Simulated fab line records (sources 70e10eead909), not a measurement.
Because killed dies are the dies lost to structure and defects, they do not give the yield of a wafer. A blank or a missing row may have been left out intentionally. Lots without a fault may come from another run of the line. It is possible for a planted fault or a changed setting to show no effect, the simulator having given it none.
fab line records | flow nandHarc | part 1 of 2: steps 1 to 28 of 36
[record] lots = 5 | wafers = 15 | lastDay = 23
route steps=1159 shown A_M0@1011 A_M1@1026
lots untouched by any fault: they come from a run of this same line in which no faults occurred
startH: hours from the record's opening day to when the first of the lot's shown wafers began | waitH: how many hours have passed since the lot's step before this one | " unchanged from the row above | L1.1+2: one row covering several wafers at once | - either no value or no given start | * or withheld: withheld | < > ~ a bound
route shown NAME@n: names a module that has steps shown in the file, with the first one's number in the route | usual: mean and standard deviation over wafers with no fault | same: alike in all rows | chamber/n: place in a boat | sites: readings site by site | _std_site: standard deviation of those values | _edge_site: mean of outer sites minus mean of inner sites | radiusMm: how far each site lies from the wafer's centre | mask NAME#n: copy n | behind: the tool/chamber that last shaped the wafer | hold: what put the lot on hold/how long, in hours/how the hold closed | device: transistor that didn't switch, given as n, p or np | end of line: at the end of the route, the tests of the same wafers | step lacking rows: just its recipe | killed: dies that structure and defects cost at the first sort, which is not the same as the wafer's yield | map: the dies of a wafer, with x for killed, . for not killed, _ for no die there
set.NAME: setting as actually run; set.NAME@STEP: the setting as run at that earlier step | model.NAME: the simulator's own value behind a step, which no gauge read
lots at selected steps of the route; one table per step, one row per wafer
services: from which hour (startH, from the record's first day; less than 0 if before it) a tool's chamber was out of use, for how many hours, and why
[[steps]]
[step NHARC_A_M0_STRIP_18]
[recipe] powerW = 1000 | n2FlowSccm = 150 | h2FlowSccm = 150 | arFlowSccm = 0 | biasW = 0 | chemistry = N2/H2
[usual] drypumpMotorCurrentA = 5.7/0.51 | oesProductAu = 1.000/0.0075 | rfVppV = 90.8/0.94 | showerheadPlenumPTorr = 2.04/0.095 | throttleValvePct = 14.171/0.0099
lot.wafer | tool       | chamber | startH | waitH | drypumpMotorCurrentA | oesProductAu | rfHoursCounterH | rfVppV | showerheadPlenumPTorr | throttleValvePct
L074.4    | rieDiel-07 | 1       | 385.75 | 0.1   | 4.7                  | 1.005        | 10.1            | 89.7   | 1.89                  | 14.161
L074.5    | "          | 1       | "      | "     | 4.7                  | 1.005        | -               | 89.7   | 1.89                  | 14.146
L074.6    | "          | 2       | "      | "     | 6.4                  | 1.006        | -               | 92.2   | 2.16                  | 14.155
L076.1    | rieDiel-02 | 2       | 407.23 | 0.1   | 5.8                  | 1.008        | 5.5             | 90.8   | 2.08                  | 14.184
L076.2    | "          | 3       | "      | "     | 5.9                  | 1.011        | 4.9             | 91.5   | 2.16                  | 14.181
L076.4    | "          | 1       | "      | "     | 6.4                  | 0.987        | 4.7             | 90.1   | 2.06                  | 14.176
L078.2    | rieDiel-12 | 1       | 413.74 | 0.1   | 5.2                  | 1.000        | 2.6             | 91.8   | 2.06                  | 14.178
L078.3    | "          | 0       | "      | "     | 6.4                  | 1.005        | 2.1             | 91.7   | 1.97                  | 14.147
L078.6    | "          | 1       | "      | "     | 5.2                  | 1.007        | -               | 91.5   | 2.06                  | 14.166
L084.1    | rieDiel-02 | 2       | 471.96 | 0.1   | 5.8                  | 1.009        | 9.9             | 91.4   | 2.08                  | 14.156
L084.3    | "          | 0       | "      | "     | 5.4                  | 0.995        | 8.5             | 89.2   | 1.96                  | 14.166
L084.6    | "          | 3       | "      | "     | 5.9                  | 1.001        | -               | 92.4   | 2.16                  | 14.176
L089.1    | rieDiel-07 | 1       | 502.08 | 0.1   | 4.7                  | 0.986        | 6.6             | 90.9   | 1.89                  | 14.165
L089.5    | "          | 0       | "      | "     | 5.4                  | 0.997        | -               | 91.8   | 2.03                  | 14.164
L089.6    | "          | 1       | "      | "     | 4.7                  | 0.985        | -               | 89.9   | 1.89                  | 14.185
[step NHARC_A_M0_STRIP_19]
[recipe] timeS = 600 | tempC = 30 | chemistry = postEtchResidueRemover
lot.wafer  | tool        | chamber | startH | waitH
L074.4+6+5 | wetBench-03 | 7,0,4   | 386.03 | -
L076.4+1+2 | wetBench-03 | 5,6,7   | 407.50 | -
L078.3+2+6 | wetBench-04 | 7,0,2   | 414.08 | -
L084.1+6+3 | wetBench-03 | 1,3,6   | 472.23 | -
L089.6+5+1 | wetBench-09 | 1,2,3   | 502.37 | -
[step NHARC_A_M0_DEGAS_28]
[recipe] tempC = 250 | timeS = 60
[usual] heaterPowerW = 323/21
lot.wafer | tool          | chamber | startH | waitH | heaterPowerW
L074.4    | pvdSputter-01 | -       | 386.31 | -     | 304
L074.5    | "             | -       | "      | "     | 313
L074.6    | "             | -       | "      | "     | 335
L076.4    | pvdSputter-01 | -       | 407.78 | -     | 375
L076.2    | "             | -       | "      | "     | 319
L076.1    | "             | -       | "      | "     | 335
L078.3    | pvdSputter-01 | -       | 414.34 | -     | 297
L078.2    | "             | -       | "      | "     | 372
L078.6    | "             | -       | "      | "     | 330
L084.3    | pvdSputter-01 | -       | 472.51 | -     | 306
L084.1    | "             | -       | "      | "     | 364
L084.6    | "             | -       | "      | "     | 330
L089.1    | pvdSputter-03 | -       | 502.64 | -     | 335
L089.5    | "             | -       | "      | "     | 342
L089.6    | "             | -       | "      | "     | 331
[step NHARC_A_M0_PRE_CLEAN_29]
[recipe] timeS = 30 | tempC = 280 | gas = H2/He
[usual] heaterPowerW = 399/28
lot.wafer | tool          | chamber | startH | waitH | heaterPowerW
L074.4    | pvdSputter-01 | -       | -      | -     | 404
L074.6    | "             | -       | "      | "     | 458
L074.5    | "             | -       | "      | "     | 382
L076.1    | pvdSputter-01 | -       | -      | -     | 404
L076.2    | "             | -       | "      | "     | 369
L076.4    | "             | -       | "      | "     | 445
L078.2    | pvdSputter-01 | -       | -      | -     | 385
L078.3    | "             | -       | "      | "     | 365
L078.6    | "             | -       | "      | "     | 459
L084.1    | pvdSputter-01 | -       | -      | -     | 383
L084.3    | "             | -       | "      | "     | 410
L084.6    | "             | -       | "      | "     | 400
L089.1    | pvdSputter-03 | -       | -      | -     | 431
L089.6    | "             | -       | "      | "     | 414
L089.5    | "             | -       | "      | "     | 430
[step NHARC_A_M0_PVD_20]
[recipe] targetThkA = 50 | biasV = 168.6 | powerW = 15000 | chamberPressurePa = 0.12 | timeS = 8.06 | substrateTempC = 50 | material = TaN
[usual] throttleValvePct = 29.8/1
lot.wafer | tool          | chamber | startH | waitH | throttleValvePct
L074.4    | pvdSputter-01 | -       | -      | -     | 30.2
L074.6    | "             | -       | "      | "     | 29.3
L074.5    | "             | -       | "      | "     | 28.0
L076.1    | pvdSputter-01 | -       | -      | -     | 30.1
L076.2    | "             | -       | "      | "     | 29.4
L076.4    | "             | -       | "      | "     | 29.6
L078.3    | pvdSputter-01 | -       | -      | -     | 29.7
L078.2    | "             | -       | "      | "     | 29.2
L078.6    | "             | -       | "      | "     | 29.6
L084.1    | pvdSputter-01 | -       | -      | -     | 30.1
L084.3    | "             | -       | "      | "     | 29.4
L084.6    | "             | -       | "      | "     | 28.0
L089.1    | pvdSputter-03 | -       | -      | -     | 30.1
L089.5    | "             | -       | "      | "     | 28.1
L089.6    | "             | -       | "      | "     | 31.7
[step NHARC_A_M0_PVD_21]
[recipe] targetThkA = 300 | chamberPressurePa = 5 | powerW = 5000 | substrateTempC = 30 | timeS = 20.49 | material = Cu
[usual] throttleValvePct = 29.8/0.95
lot.wafer | tool          | chamber | startH | waitH | throttleValvePct
L074.4    | pvdSputter-01 | -       | -      | -     | 29.6
L074.6    | "             | -       | "      | "     | 29.0
L074.5    | "             | -       | "      | "     | 28.3
L076.4    | pvdSputter-01 | -       | -      | -     | 29.1
L076.2    | "             | -       | "      | "     | 28.2
L076.1    | "             | -       | "      | "     | 30.0
L078.3    | pvdSputter-01 | -       | -      | -     | 29.4
L078.2    | "             | -       | "      | "     | 28.1
L078.6    | "             | -       | "      | "     | 29.3
L084.1    | pvdSputter-01 | -       | -      | -     | 29.2
L084.3    | "             | -       | "      | "     | 28.2
L084.6    | "             | -       | "      | "     | 29.7
L089.1    | pvdSputter-03 | -       | -      | -     | 30.0
L089.5    | "             | -       | "      | "     | 30.0
L089.6    | "             | -       | "      | "     | 28.1
[step NHARC_A_M0_ECD_22]
[recipe] targetThkA = 4000 | bathTempC = 25 | material = Cu
lot.wafer  | tool     | chamber | startH | waitH
L074.4+6+5 | ecdCu-01 | 1,0,1   | 386.83 | -
L076.2+1+4 | ecdCu-02 | 1,0,1   | 408.13 | -
L078.2+3+6 | ecdCu-02 | 0,1,1   | 414.69 | -
L084.1+3+6 | ecdCu-02 | 0,1,1   | 472.91 | -
L089.1+6+5 | ecdCu-01 | 0,0,1   | 503.00 | -
[step NHARC_A_M0_ANNEAL_30]
[recipe] tempC = 225 | timeS = 90
[usual] annealTempC = 225.00/0.18 | wafer_temp_C_max = 225.96/0.25
lot.wafer | tool         | chamber | startH | waitH | annealTempC | wafer_temp_C_max
L074.4    | rtpAnneal-01 | 0       | 387.24 | -     | 225.07      | 225.90
L074.5    | "            | 0       | "      | "     | 225.31      | 226.19
L074.6    | "            | 0       | "      | "     | 225.37      | 225.90
L076.1    | rtpAnneal-02 | 0       | 408.51 | 0.3   | 224.86      | 225.95
L076.2    | "            | 0       | "      | "     | 225.20      | 226.34
L076.4    | "            | 0       | "      | "     | 224.85      | 226.14
L078.2    | rtpAnneal-02 | 0       | 415.15 | -     | 224.72      | 226.27
L078.3    | "            | 0       | "      | "     | 224.85      | 226.21
L078.6    | "            | 0       | "      | "     | 224.85      | 226.06
L084.1    | rtpAnneal-02 | 0       | 473.24 | 0.3   | 224.86      | 226.45
L084.3    | "            | 0       | "      | "     | 225.01      | 226.02
L084.6    | "            | 0       | "      | "     | 224.82      | 226.70
L089.1    | rtpAnneal-01 | 0       | 503.38 | -     | 224.98      | 225.50
L089.5    | "            | 0       | "      | "     | 224.78      | 225.89
L089.6    | "            | 0       | "      | "     | 225.08      | 225.82
[step NHARC_A_M0_CMP_23]
[recipe] tOverpolishS = 20 | targetThkNm = 113.75
[usual] edgeZonePressureFrac = 1.000/0.0047 | motorCurrentA = 12.8/1 | timeToEndpointS = 28.8/2.6
lot.wafer | tool   | chamber | startH | waitH | edgeZonePressureFrac | motorCurrentA | timeToEndpointS
L074.4    | cmp-01 | 0       | 387.43 | -     | 0.997                | 11.7          | 28.9
L074.6    | "      | 0       | "      | "     | 1.011                | 11.7          | 30.0
L074.5    | "      | 1       | "      | "     | 0.998                | 14.3          | 28.8
L076.2    | cmp-03 | 0       | 408.86 | -     | 1.004                | 12.5          | 27.3
L076.1    | "      | 1       | "      | "     | 0.998                | 14.2          | 28.0
L076.4    | "      | 3       | "      | "     | 1.003                | 11.3          | 27.8
L078.2    | cmp-03 | 1       | 415.47 | -     | 0.998                | 13.9          | 29.9
L078.3    | "      | 3       | "      | "     | 1.003                | 11.7          | 24.0
L078.6    | "      | 1       | "      | "     | 0.992                | 13.4          | 29.0
L084.1    | cmp-03 | 2       | 473.58 | -     | 0.997                | 13.7          | 26.9
L084.3    | "      | 0       | "      | "     | 0.996                | 12.8          | 26.5
L084.6    | "      | 3       | "      | "     | 1.002                | 11.2          | 30.1
L089.1    | cmp-03 | 3       | 503.72 | -     | 1.003                | 11.3          | 26.8
L089.5    | "      | 3       | "      | "     | 0.993                | 11.3          | 28.5
L089.6    | "      | 0       | "      | "     | 1.001                | 12.8          | 25.7
[step NHARC_A_M0_THK_MEAS_24]
[recipe] thkMeasGauge = xrf
[usual] thkNm = 113.6/1.4
lot.wafer | tool         | chamber | startH | waitH | thkNm
L074.4    | filmMetro-01 | -       | 387.75 | -     | 114.9
L074.5    | "            | -       | "      | "     | 115.5
L074.6    | "            | -       | "      | "     | 115.8
L076.1    | filmMetro-02 | -       | 409.17 | -     | 111.7
L076.2    | "            | -       | "      | "     | 114.0
L076.4    | "            | -       | "      | "     | 112.8
L078.2    | filmMetro-02 | -       | 415.76 | -     | 112.7
L078.3    | "            | -       | "      | "     | 113.1
L078.6    | "            | -       | "      | "     | 114.1
L084.1    | filmMetro-01 | -       | 473.90 | -     | 112.3
L084.3    | "            | -       | "      | "     | 110.4
L084.6    | "            | -       | "      | "     | 113.9
L089.1    | filmMetro-01 | -       | 504.04 | -     | 113.3
L089.5    | "            | -       | "      | "     | 114.3
L089.6    | "            | -       | "      | "     | 114.3
[step NHARC_A_M0_SRD_25]
lot.wafer  | tool        | chamber | startH | waitH
L074.4+6+5 | wetBench-10 | 2,4,7   | 387.78 | 0.0
L076.4+2+1 | wetBench-10 | 7,1,2   | 409.22 | 0.0
L078.2+6+3 | wetBench-10 | 4,6,0   | 415.80 | 0.0
L084.3+6+1 | wetBench-10 | 3,5,6   | 473.94 | 0.0
L089.1+6+5 | wetBench-08 | 7,1,2   | 504.09 | 0.0
[step NHARC_A_M0_INSPECT_27]
[usual] rawDefectCount = 404/110
lot.wafer | tool             | chamber | startH | waitH | rawDefectCount
L074.4    | defectInspect-02 | -       | 387.90 | 0.0   | 528
L074.5    | "                | -       | "      | "     | 481
L074.6    | "                | -       | "      | "     | 755
L076.1    | defectInspect-02 | -       | 409.33 | 0.0   | 370
L076.2    | "                | -       | "      | "     | 355
L076.4    | "                | -       | "      | "     | 332
L078.2    | defectInspect-02 | -       | 415.91 | 0.0   | 396
L078.3    | "                | -       | "      | "     | 403
L078.6    | "                | -       | "      | "     | 282
L084.1    | defectInspect-01 | -       | 474.07 | 0.0   | 423
L084.3    | "                | -       | "      | "     | 361
L084.6    | "                | -       | "      | "     | 340
L089.1    | defectInspect-02 | -       | 504.20 | 0.0   | 311
L089.5    | "                | -       | "      | "     | 219
L089.6    | "                | -       | "      | "     | 303
[step NHARC_A_M0_PRE_CLEAN_31]
[recipe] timeS = 12 | tempC = 370 | rfPowerW = 300 | gas = NH3
[usual] heaterPowerW = 603/66
lot.wafer | tool     | chamber | startH | waitH | heaterPowerW
L074.5    | pecvd-03 | 2       | 388.01 | 0.1   | 458
L074.6    | "        | 0       | "      | "     | 623
L074.4    | "        | 1       | "      | "     | 648
L076.1    | pecvd-04 | 2       | 409.41 | 0.1   | 548
L076.2    | "        | 0       | "      | "     | 613
L076.4    | "        | 0       | "      | "     | 621
L078.2    | pecvd-03 | 2       | 415.98 | 0.1   | 459
L078.3    | "        | 1       | "      | "     | 624
L078.6    | "        | 0       | "      | "     | 676
L084.3    | pecvd-02 | 1       | 474.14 | 0.1   | 673
L084.1    | "        | 2       | "      | "     | 606
L084.6    | "        | 2       | "      | "     | 587
L089.1    | pecvd-03 | 2       | 504.29 | 0.1   | 526
L089.5    | "        | 1       | "      | "     | 705
L089.6    | "        | 2       | "      | "     | 525
[step NHARC_A_M0_DEP_32]
[recipe] targetThkA = 300 | tempC = 370 | targetThkNm = 30 | pressureTorr = 3 | flowSccm = 200 | rfW = 450 | material = SiCN
[usual] heaterPowerW = 549/70
lot.wafer | tool     | chamber | startH | waitH | heaterPowerW
L074.5    | pecvd-03 | 2       | 388.17 | 0.2   | 464
L074.6    | "        | 0       | "      | "     | 639
L074.4    | "        | 1       | "      | "     | 630
L076.1    | pecvd-04 | 2       | 409.52 | 0.1   | 464
L076.2    | "        | 0       | "      | "     | 537
L076.4    | "        | 0       | "      | "     | 552
L078.2    | pecvd-03 | 2       | 416.06 | 0.1   | 434
L078.3    | "        | 1       | "      | "     | 672
L078.6    | "        | 0       | "      | "     | 609
L084.3    | pecvd-02 | 1       | 474.22 | 0.1   | 552
L084.1    | "        | 2       | "      | "     | 541
L084.6    | "        | 2       | "      | "     | 535
L089.1    | pecvd-03 | 2       | 504.43 | 0.1   | 487
L089.5    | "        | 1       | "      | "     | 634
L089.6    | "        | 2       | "      | "     | 480
[step NHARC_A_M1_DEP_00]
[recipe] targetThkA = 1825 | targetThkNm = 182.5 | tempC = withheld | pressureTorr = 5 | flowSccm = 200 | rfW = 600 | material = SiOC
lot.wafer  | tool     | chamber | startH | waitH
L074.6+5+4 | pecvd-02 | 2,0,1   | 388.60 | -
L076.2+1+4 | pecvd-04 | 2,0,2   | -      | -
L078.3+2+6 | pecvd-02 | 0,1,2   | 416.47 | -
L084.3+1+6 | pecvd-04 | 1,2,1   | 474.82 | -
L089.1+5+6 | pecvd-03 | 2,1,2   | -      | -
[step NHARC_A_M1_DEHYDRATE_01]
[recipe] tempC = 150 | timeS = 120
[usual] plateTempC = 150.01/0.13
lot.wafer | tool          | chamber | startH | waitH | plateTempC
L074.4    | lithoTrack-04 | 0       | 388.87 | -     | 149.87
L074.5    | "             | 0       | "      | "     | 149.84
L074.6    | "             | 0       | "      | "     | 150.11
L076.1    | lithoTrack-01 | 0       | 410.28 | -     | 149.84
L076.2    | "             | 0       | "      | "     | 150.09
L076.4    | "             | 0       | "      | "     | 149.94
L078.2    | lithoTrack-04 | 0       | 416.87 | -     | 149.83
L078.3    | "             | 0       | "      | "     | 150.12
L078.6    | "             | 0       | "      | "     | 149.79
L084.1    | lithoTrack-06 | 0       | 475.17 | -     | 149.99
L084.3    | "             | 0       | "      | "     | 150.00
L084.6    | "             | 0       | "      | "     | 149.99
L089.1    | lithoTrack-04 | 0       | 505.17 | -     | 149.91
L089.5    | "             | 0       | "      | "     | 150.12
L089.6    | "             | 0       | "      | "     | 150.03
[step NHARC_A_M1_HMDS_02]
[recipe] timeS = 30
lot.wafer  | tool          | chamber | startH | waitH
L074.4+5+6 | lithoTrack-04 | 0       | -      | -
L076.1+2+4 | lithoTrack-01 | 0       | -      | -
L078.2+3+6 | lithoTrack-04 | 0       | -      | -
L084.1+3+6 | lithoTrack-06 | 0       | -      | -
L089.1+5+6 | lithoTrack-04 | 0       | -      | -
[step NHARC_A_M1_COAT_34]
[recipe] tempC = 200 | timeS = 65
[usual] plateTempC = 200.03/0.17
lot.wafer | tool          | chamber | startH | waitH | plateTempC
L074.4    | lithoTrack-04 | 0       | -      | -     | 199.96
L074.5    | "             | 0       | "      | "     | 199.88
L074.6    | "             | 0       | "      | "     | 199.97
L076.1    | lithoTrack-01 | 0       | -      | -     | 199.95
L076.2    | "             | 0       | "      | "     | 200.07
L076.4    | "             | 0       | "      | "     | 199.87
L078.2    | lithoTrack-04 | 0       | -      | -     | 200.22
L078.3    | "             | 0       | "      | "     | 200.10
L078.6    | "             | 0       | "      | "     | 200.12
L084.1    | lithoTrack-06 | 0       | -      | -     | 199.63
L084.3    | "             | 0       | "      | "     | 199.90
L084.6    | "             | 0       | "      | "     | 199.77
L089.1    | lithoTrack-04 | 0       | -      | -     | 200.00
L089.5    | "             | 0       | "      | "     | 200.36
L089.6    | "             | 0       | "      | "     | 200.23
[step NHARC_A_M1_COAT_03]
[recipe] spinRpm = 1500 | resistThkNm = 90
lot.wafer  | tool          | chamber | startH | waitH
L074.4+5+6 | lithoTrack-04 | 0       | -      | -
L076.1+2+4 | lithoTrack-01 | 0       | -      | -
L078.2+3+6 | lithoTrack-04 | 0       | -      | -
L084.1+3+6 | lithoTrack-06 | 0       | -      | -
L089.1+5+6 | lithoTrack-04 | 0       | -      | -
[step NHARC_A_M1_SOFTBAKE_04]
[recipe] tempC = 105 | timeS = 55
[usual] plateTempC = 105.01/0.12
lot.wafer | tool          | chamber | startH | waitH | plateTempC
L074.4    | lithoTrack-04 | 0       | -      | -     | 104.91
L074.5    | "             | 0       | "      | "     | 104.88
L074.6    | "             | 0       | "      | "     | 104.84
L076.1    | lithoTrack-01 | 0       | -      | -     | 105.15
L076.2    | "             | 0       | "      | "     | 105.06
L076.4    | "             | 0       | "      | "     | 104.99
L078.2    | lithoTrack-04 | 0       | -      | -     | 105.27
L078.3    | "             | 0       | "      | "     | 105.24
L078.6    | "             | 0       | "      | "     | 105.01
L084.1    | lithoTrack-06 | 0       | -      | -     | 105.03
L084.3    | "             | 0       | "      | "     | 105.08
L084.6    | "             | 0       | "      | "     | 105.12
L089.1    | lithoTrack-04 | 0       | -      | -     | 105.03
L089.5    | "             | 0       | "      | "     | 105.06
L089.6    | "             | 0       | "      | "     | 105.08
[step NHARC_A_M1_EBR_05]
lot.wafer  | tool          | chamber | startH | waitH
L074.4+5+6 | lithoTrack-04 | 0       | -      | -
L076.1+2+4 | lithoTrack-01 | 0       | -      | -
L078.2+3+6 | lithoTrack-04 | 0       | -      | -
L084.1+3+6 | lithoTrack-06 | 0       | -      | -
L089.1+5+6 | lithoTrack-04 | 0       | -      | -
[step NHARC_A_M1_EXPOSE_06]
[recipe] na = 1.35 | targetCdNm = 120 | doseMj = 75.13 | maskId = A_M1
[usual] exposureDoseMJCm2 = 75.08/0.089
lot.wafer | tool           | chamber | startH | waitH | mask   | exposureDoseMJCm2
L074.4    | arfiScanner-03 | 0       | 389.17 | -     | A_M1#0 | 75.06
L074.5    | "              | 0       | "      | "     | A_M1#0 | 74.96
L074.6    | "              | 0       | "      | "     | A_M1#0 | 74.99
L076.1    | arfiScanner-03 | 0       | 410.57 | -     | A_M1#0 | 75.03
L076.2    | "              | 0       | "      | "     | A_M1#0 | 75.07
L076.4    | "              | 0       | "      | "     | A_M1#0 | 75.17
L078.2    | arfiScanner-02 | 0       | 417.17 | -     | A_M1#0 | 75.30
L078.3    | "              | 0       | "      | "     | A_M1#0 | 75.14
L078.6    | "              | 0       | "      | "     | A_M1#0 | 75.31
L084.1    | arfiScanner-01 | 0       | 475.34 | -     | A_M1#0 | 75.03
L084.3    | "              | 0       | "      | "     | A_M1#0 | 75.24
L084.6    | "              | 0       | "      | "     | A_M1#0 | 75.09
L089.1    | arfiScanner-03 | 0       | 505.46 | -     | A_M1#0 | 75.06
L089.5    | "              | 0       | "      | "     | A_M1#0 | 75.09
L089.6    | "              | 0       | "      | "     | A_M1#0 | 74.99
[step NHARC_A_M1_PEB_07]
[recipe] pebTempC = 100 | pebTimeS = 65
[usual] plateTempC = 99.97/0.14
lot.wafer | tool          | chamber | startH | waitH | plateTempC
L074.4    | lithoTrack-01 | 0       | 389.22 | 0.0   | 100.00
L074.5    | "             | 0       | "      | "     | 99.82
L074.6    | "             | 0       | "      | "     | 99.95
L076.1    | lithoTrack-06 | 0       | 410.63 | 0.1   | 99.93
L076.2    | "             | 0       | "      | "     | 100.08
L076.4    | "             | 0       | "      | "     | 100.05
L078.2    | lithoTrack-06 | 0       | 417.22 | 0.1   | 100.21
L078.3    | "             | 0       | "      | "     | 100.02
L078.6    | "             | 0       | "      | "     | 100.12
L084.1    | lithoTrack-06 | 0       | 475.40 | 0.1   | 99.96
L084.3    | "             | 0       | "      | "     | 99.99
L084.6    | "             | 0       | "      | "     | 100.01
L089.1    | lithoTrack-01 | 0       | 505.52 | 0.1   | 99.86
L089.5    | "             | 0       | "      | "     | 99.88
L089.6    | "             | 0       | "      | "     | 99.98
[step NHARC_A_M1_DEVELOP_08]
[recipe] developTimeS = 35 | devTempC = 23
lot.wafer  | tool          | chamber | startH | waitH
L074.4+5+6 | lithoTrack-01 | 0       | -      | -
L076.1+2+4 | lithoTrack-06 | 0       | -      | -
L078.2+3+6 | lithoTrack-06 | 0       | -      | -
L084.1+3+6 | lithoTrack-06 | 0       | -      | -
L089.1+5+6 | lithoTrack-01 | 0       | -      | -
[step NHARC_A_M1_CD_MEAS_09]
[recipe] targetCdNm = 120 | landingEnergyEv = 500
[usual] cdNm = 120.0/0.49
lot.wafer | tool     | chamber | startH | waitH | cdNm
L074.4    | cdSem-02 | 0       | 389.31 | -     | 119.5
L074.5    | "        | 0       | "      | "     | 119.6
L074.6    | "        | 0       | "      | "     | 119.1
L076.1    | cdSem-01 | 0       | 410.71 | -     | 120.3
L076.2    | "        | 0       | "      | "     | 120.0
L076.4    | "        | 0       | "      | "     | 120.1
L078.2    | cdSem-02 | 0       | 417.30 | -     | 120.3
L078.3    | "        | 0       | "      | "     | 120.7
L078.6    | "        | 0       | "      | "     | 120.5
L084.1    | cdSem-03 | 0       | 475.48 | -     | 120.1
L084.3    | "        | 0       | "      | "     | 120.5
L084.6    | "        | 0       | "      | "     | 120.1
L089.1    | cdSem-01 | 0       | 505.59 | -     | 120.4
L089.5    | "        | 0       | "      | "     | 120.6
L089.6    | "        | 0       | "      | "     | 120.8
[step NHARC_A_M1_OVL_MEAS_10]
[recipe] pitchNm = 240
[usual] overlayXNm = 0.1/0.77 | overlayYNm = 0.0/0.95
lot.wafer | tool       | chamber | startH | waitH | overlayXNm | overlayYNm
L074.4    | overlay-02 | -       | 389.39 | -     | -0.2       | 1.6
L074.5    | "          | -       | "      | "     | -1.1       | 1.4
L074.6    | "          | -       | "      | "     | -0.7       | 1.4
L076.1    | overlay-01 | -       | 410.80 | -     | -1.1       | 0.3
L076.2    | "          | -       | "      | "     | -1.0       | 0.1
L076.4    | "          | -       | "      | "     | -0.6       | 0.7
L078.2    | overlay-02 | -       | 417.39 | -     | 0.3        | 0.7
L078.3    | "          | -       | "      | "     | -0.5       | 0.6
L078.6    | "          | -       | "      | "     | -0.1       | 0.3
L084.1    | overlay-02 | -       | 475.56 | -     | 0.1        | 0.4
L084.3    | "          | -       | "      | "     | -0.2       | 0.5
L084.6    | "          | -       | "      | "     | -0.3       | 0.5
L089.1    | overlay-02 | -       | 505.70 | -     | 1.4        | 0.1
L089.5    | "          | -       | "      | "     | 1.3        | 0.0
L089.6    | "          | -       | "      | "     | 1.2        | 0.1
[step NHARC_A_M1_INSPECT_11]
[usual] rawDefectCount = 31/14
lot.wafer | tool             | chamber | startH | waitH | rawDefectCount
L074.4    | defectInspect-02 | -       | 389.43 | 0.0   | 43
L074.5    | "                | -       | "      | "     | 27
L074.6    | "                | -       | "      | "     | 37
L076.1    | defectInspect-02 | -       | 410.83 | 0.0   | 14
L076.2    | "                | -       | "      | "     | 14
L076.4    | "                | -       | "      | "     | 11
L078.2    | defectInspect-01 | -       | 417.43 | 0.0   | 24
L078.3    | "                | -       | "      | "     | 30
L078.6    | "                | -       | "      | "     | 30
L084.1    | defectInspect-01 | -       | 475.60 | 0.0   | 15
L084.3    | "                | -       | "      | "     | 9
L084.6    | "                | -       | "      | "     | 13
L089.1    | defectInspect-01 | -       | 505.75 | 0.1   | 42
L089.5    | "                | -       | "      | "     | 22
L089.6    | "                | -       | "      | "     | 38
[step NHARC_A_M1_DESCUM_14]
[recipe] timeS = 3 | o2FlowSccm = 200 | arFlowSccm = 0 | biasPowerW = 0 | chemistry = O2
[usual] drypumpMotorCurrentA = 5.6/0.34 | oesProductAu = 1.001/0.0076 | rfVppV = 57.8/0.91 | showerheadPlenumPTorr = 1.88/0.064 | throttleValvePct = 11.311/0.0089
lot.wafer | tool       | chamber | startH | waitH | drypumpMotorCurrentA | oesProductAu | rfHoursCounterH | rfVppV | showerheadPlenumPTorr | throttleValvePct
L074.4    | rieDiel-01 | 0       | 389.49 | 0.1   | 5.5                  | 1.004        | 1.7             | 57.4   | 1.81                  | 11.304
L074.5    | "          | 0       | "      | "     | 5.5                  | 0.988        | -               | 58.0   | 1.81                  | 11.290
L074.6    | "          | 1       | "      | "     | 5.5                  | 0.989        | -               | 57.3   | 1.91                  | 11.316
L076.4    | rieDiel-01 | 3       | 410.90 | 0.1   | 5.5                  | 0.995        | 2.4             | 56.9   | 1.86                  | 11.315
L076.1    | "          | 0       | "      | "     | 5.5                  | 0.990        | 2.3             | 57.3   | 1.81                  | 11.303
L076.2    | "          | 1       | "      | "     | 5.5                  | 0.989        | 2.2             | 55.8   | 1.91                  | 11.308
L078.3    | rieDiel-01 | 0       | 417.49 | 0.1   | 5.6                  | 1.003        | 2.5             | 58.5   | 1.81                  | 11.325
L078.2    | "          | 1       | "      | "     | 5.5                  | 1.007        | 2.4             | 59.4   | 1.91                  | 11.288
L078.6    | "          | 1       | "      | "     | 5.5                  | 0.985        | -               | 58.5   | 1.91                  | 11.307
L084.1    | rieDiel-03 | 0       | 475.67 | 0.1   | 6.1                  | 1.001        | 6.7             | 56.7   | 1.86                  | 11.322
L084.3    | "          | 2       | "      | "     | 5.8                  | 1.006        | 6.4             | 57.5   | 1.91                  | 11.317
L084.6    | "          | 3       | "      | "     | 6.1                  | 0.997        | -               | 58.0   | 1.94                  | 11.304
L089.1    | rieDiel-03 | 2       | 505.83 | 0.1   | 5.8                  | 1.009        | 7.8             | 57.8   | 1.91                  | 11.310
L089.6    | "          | 0       | "      | "     | 6.1                  | 1.009        | -               | 59.4   | 1.86                  | 11.316
L089.5    | "          | 1       | "      | "     | 5.0                  | 1.004        | -               | 58.5   | 1.99                  | 11.320
